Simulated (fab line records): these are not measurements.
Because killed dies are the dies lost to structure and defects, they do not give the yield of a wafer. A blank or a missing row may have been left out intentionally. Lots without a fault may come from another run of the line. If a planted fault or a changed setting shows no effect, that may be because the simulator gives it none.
A lot that was struck, set against a sound lot ; flow n5Finfet ; 15 steps out of a route of 1938
Sound: the wafers L746.3, L746.4, L746.6. Struck: wafer L753.3 (left out: L753.1, a lot-mate that was not struck); the cause follows at the end.
Each step with rows lists, per side, the tool, then ch with its chambers, then its first start. Under that, the readings that differ: sound wafers ; struck wafers ; difference of the means ; sigmas: that difference in standard deviations of wafers without a fault.
alike: readings whose means differ by less than 2 such deviations, and words and numbers that are the same on both sides. not compared: withheld readings, readings that some wafer has no value for, bounds like >300 that may hide the same value, and numbers for which the record gives no deviation and whose values overlap.
The two part at a step that has a row with sigmas, a row that says differs or no value, or rows on one side only. When numbers do not overlap yet have no deviation, they are printed without sigmas and do not part them. A reading that every wafer of one side lacks parts them only if that side has two wafers or more.

N5_MOL_CONTACT_COAG_DESCUM_88: chemistry O2, time 7 s.
  sound on rieDiel-05 ch 0,2,3, day 5 22:16; struck on rieDiel-06 ch 3, day 7 17:36
reading;sound;struck;difference;sigmas
oesProductAu (a.u.);0.90 0.96 0.89;0.70;-0.22;-2
throttleValvePct (%);20.10 20.20 20.51;20.89;+0.62;+2
  alike: drypumpMotorCurrentA, rfFwdPowerW, rfVppV, showerheadPlenumPTorr
  not compared: rfHoursCounterH
N5_MOL_CONTACT_COAG_ETCH_89: etches underlayer in N2/H2, target depth 13 nm, time 10.4 s.
  sound on rieDiel-05 ch 0,2,3, day 5 22:18; struck on rieDiel-06 ch 3, day 7 17:38
reading;sound;struck;difference;sigmas
oesProductAu (a.u.);0.76 0.81 0.77;0.59;-0.19;-3
throttleValvePct (%);17.52 17.52 17.97;18.20;+0.53;+2
  alike: drypumpMotorCurrentA, etchRfOnTimeS, rfFwdPowerW, rfVppV, showerheadPlenumPTorr
  not compared: rfHoursCounterH
then, 3 steps without rows for these wafers: N5_MOL_CONTACT_COAG_ETCH_90 (etches SiARC in CF4, target depth 13 nm, time 21.7 s); N5_MOL_CONTACT_COAG_ALD_131 (deposits SiO2, target thk 5 nm, pulse time 1 s, co reactant pulse time 1 s); N5_MOL_CONTACT_COAG_ETCHBACK_132 (etches SiO2 in CHF3, target depth 10 nm, time 6.7 s).
N5_MOL_CONTACT_COAG_ETCH_91: etches SOC in N2/H2, target depth 60 nm, overetch 21 nm, time 101.2 s.
  sound on rieDiel-01 ch 0,1,3, day 5 22:37; struck on rieDiel-06 ch 1, day 7 17:57
reading;sound;struck;difference;sigmas
rfVppV (V);523.8 523.5 521.2;528.9;+6.1;+2
showerheadPlenumPTorr (Torr);2.51 2.53 2.47;2.71;+0.21;+2
  alike: drypumpMotorCurrentA, oesProductAu, rfFwdPowerW, throttleValvePct
  not compared: rfHoursCounterH
then, 5 steps without rows for these wafers: N5_MOL_CONTACT_COAG_STRIP_92 (strips in N2/H2); N5_MOL_CONTACT_COAG_STRIP_93 (strips in N2/H2); N5_MOL_CONTACT_COAG_ETCHBACK_135 (etches SiO2 in CHF3, target depth 25 nm, time 16.7 s); N5_MOL_CONTACT_COAG_STRIP_118 (strips in CHF3); N5_MOL_CONTACT_COAG_VIA_ETCH_46 (etches SiO2 in C4F6/O2, target depth 46 nm, overetch 9.2 nm, time 40 s).
N5_MOL_CONTACT_COAG_STRIP_96: strips in N2/H2.
  sound on rieDiel-01 ch 0,1,3, day 5 22:48; struck on rieDiel-06 ch 1, day 7 18:08
reading;sound;struck;difference;sigmas
showerheadPlenumPTorr (Torr);3.32 3.34 3.26;3.56;+0.25;+2
  alike: drypumpMotorCurrentA, oesProductAu, rfVppV, throttleValvePct
  not compared: rfHoursCounterH
N5_MOL_CONTACT_COAG_ETCH_47: etches SiNx in CH3F/O2, stops on W, target depth 27 nm.
  sound on rieDiel-01 ch 0,1,3, day 5 22:50; struck on rieDiel-06 ch 1, day 7 18:11
reading;sound;struck;difference;sigmas
etchRfOnTimeS (s);31.9 32.1 31.5;30.8;-1.0;-2
overEtchFrac;0.2 0.2 0.2;0.19218;-0.00782;
showerheadPlenumPTorr (Torr);1.99 1.99 1.94;2.13;+0.16;+2
model.etch.overEtchS (s);5.314 5.343 5.252;4.968;-0.335;
  alike: drypumpMotorCurrentA, oesProductAu, rfFwdPowerW, rfVppV, throttleValvePct
  not compared: rfHoursCounterH
N5_MOL_CONTACT_COAG_STRIP_119: strips in N2/H2, time 30 s.
  sound on plasmaAsher-02 ch 0,1, day 5 22:56; struck on plasmaAsher-02 ch 0, day 7 18:16
  alike: drypumpMotorCurrentA, heaterPowerW
  not compared: rfHoursCounterH
-- record jumps: 3 days separate the struck wafers' starts on either side; left off in module MOL_CONTACT_COAG, taken up again in module BEOL_M4, whose first shown step is the route's number 1111 --
N5_BEOL_M4_RC_MEAS_101:
  sound on prober-02 ch 0, day 8 13:30; struck on prober-02 ch 0, day 10 11:11
  alike: DIBL_N, DIBL_P, IOFF_N, IOFF_P, ION_N, ION_P, SS_N, SS_P, VT_N, VT_P

== WHERE THEY PART ==
Last at N5_MOL_CONTACT_COAG_ETCH_47 as far as this record goes, first at N5_MOL_CONTACT_COAG_DESCUM_88. Later steps at which nothing parts them and some readings are alike: N5_MOL_CONTACT_COAG_STRIP_119, N5_BEOL_M4_RC_MEAS_101.

WHY: what had been put in by the simulator
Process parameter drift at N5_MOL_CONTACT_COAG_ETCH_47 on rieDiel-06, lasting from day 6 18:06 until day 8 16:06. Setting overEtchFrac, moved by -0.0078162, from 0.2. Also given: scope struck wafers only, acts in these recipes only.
